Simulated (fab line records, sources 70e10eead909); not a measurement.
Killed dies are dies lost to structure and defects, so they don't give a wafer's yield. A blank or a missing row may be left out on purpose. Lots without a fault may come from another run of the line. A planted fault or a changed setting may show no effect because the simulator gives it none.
Which tool did it? | flow nand_harc | 11 lots, 33 wafers sampled, at 3 steps of a route of 1159

WHAT THE GAUGES READ, wafer by wafer
NHARC_A_M0_OVL_MEAS_10: pitch 160 nm.
lot  | measured     | on         | overlay_x_nm (nm)
L945 | day 17 07:46 | overlay-02 | -0.4 -1.0 -1.0
L948 | day 17 16:08 | overlay-02 | -0.9 -0.9 -1.3
L946 | day 18 02:25 | overlay-02 | -0.7 -1.0 -0.6
L956 | day 20 04:47 | overlay-01 | 8.0 8.4 7.3
L958 | day 20 22:27 | overlay-01 | -0.3 -0.1 -0.1
L957 | day 20 23:02 | overlay-01 | 9.0 9.0 9.1
L962 | day 21 16:37 | overlay-02 | -0.5 -0.3 -0.7
L959 | day 22 02:37 | overlay-01 | 8.8 9.6 9.1
L964 | day 22 03:18 | overlay-01 | 0.7 0.7 0.1
L965 | day 22 16:53 | overlay-01 | 0.0 -0.3 -0.6
L968 | day 23 16:11 | overlay-01 | 0.4 0.7 -0.1

WHICH TOOL RAN EACH LOT (tool, then ch and the chambers of the sampled wafers, then the start)
lot  | NHARC_A_BLC_CMP_25            | NHARC_A_M0_EXPOSE_06
L945 | cmp-03 ch 0,1,2, day 17 06:26 | arfi_scanner-03 ch 0, day 17 07:33
L948 | cmp-03 ch 0,2,3, day 17 14:54 | arfi_scanner-01 ch 0, day 17 15:55
L946 | cmp-02 ch 0,1,3, day 18 00:39 | arfi_scanner-03 ch 0, day 18 02:12
L956 | cmp-04 ch 1,2, day 20 03:19   | arfi_scanner-03 ch 0, day 20 04:34
L958 | cmp-02 ch 1,2, day 20 21:05   | arfi_scanner-02 ch 0, day 20 22:13
L957 | cmp-04 ch 1,2,3, day 20 21:30 | arfi_scanner-03 ch 0, day 20 22:48
L962 | cmp-04 ch 0,2, day 21 15:13   | arfi_scanner-01 ch 0, day 21 16:23
L959 | cmp-03 ch 0,1,2, day 22 01:23 | arfi_scanner-03 ch 0, day 22 02:24
L964 | cmp-02 ch 0,1,3, day 22 01:48 | arfi_scanner-01 ch 0, day 22 03:04
L965 | cmp-02 ch 1,2,3, day 22 15:29 | arfi_scanner-02 ch 0, day 22 16:39
L968 | cmp-04 ch 1,3, day 23 14:46   | arfi_scanner-02 ch 0, day 23 15:58
- NHARC_A_BLC_CMP_25: polishes, t overpolish 30 s, target thk 150 nm.
- NHARC_A_M0_EXPOSE_06: exposes mask A M0, target cd 80 nm.

THE ANSWER, worked out from the rows above alone
Rule: what is usual is taken from the lots themselves. Put in order of their means at a reading, lots are off if they are a third of the lots or fewer, leave a main group of 4 or more, and stand apart from it by a gap of 3 or more times the standard deviation of the main group's means; of several such gaps the widest counts. A main group whose means are all the same, to the digits that the tables above print for the reading, isn't used. A lot without any number at a reading at which 4 lots or more have one is off too. The other lots that the step has rows for count as sound.
Off: L956, L957, L959, at NHARC_A_M0_OVL_MEAS_10 (overlay_x_nm). The main group: mean -0.3 nm, standard deviation 0.51.
A tool fits if, at a process step before that reading, it ran every lot that is off, and no sound lot after the first of them. The gauges at NHARC_A_M0_OVL_MEAS_10 are tried like those tools. One fits: arfi_scanner-03 at NHARC_A_M0_EXPOSE_06. Its last sound lot is L946 (day 18 02:12), its first lot that is off L956 (day 20 04:34): a fault that began between those two fits.

WHAT THE SIMULATOR HAD PUT IN
Scanner matching overlay: arfi_scanner-03, from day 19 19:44 on, at NHARC_A_M0_EXPOSE_06. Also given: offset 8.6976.
Lots struck among those shown: L956, L957, L959. The rule above found the same.
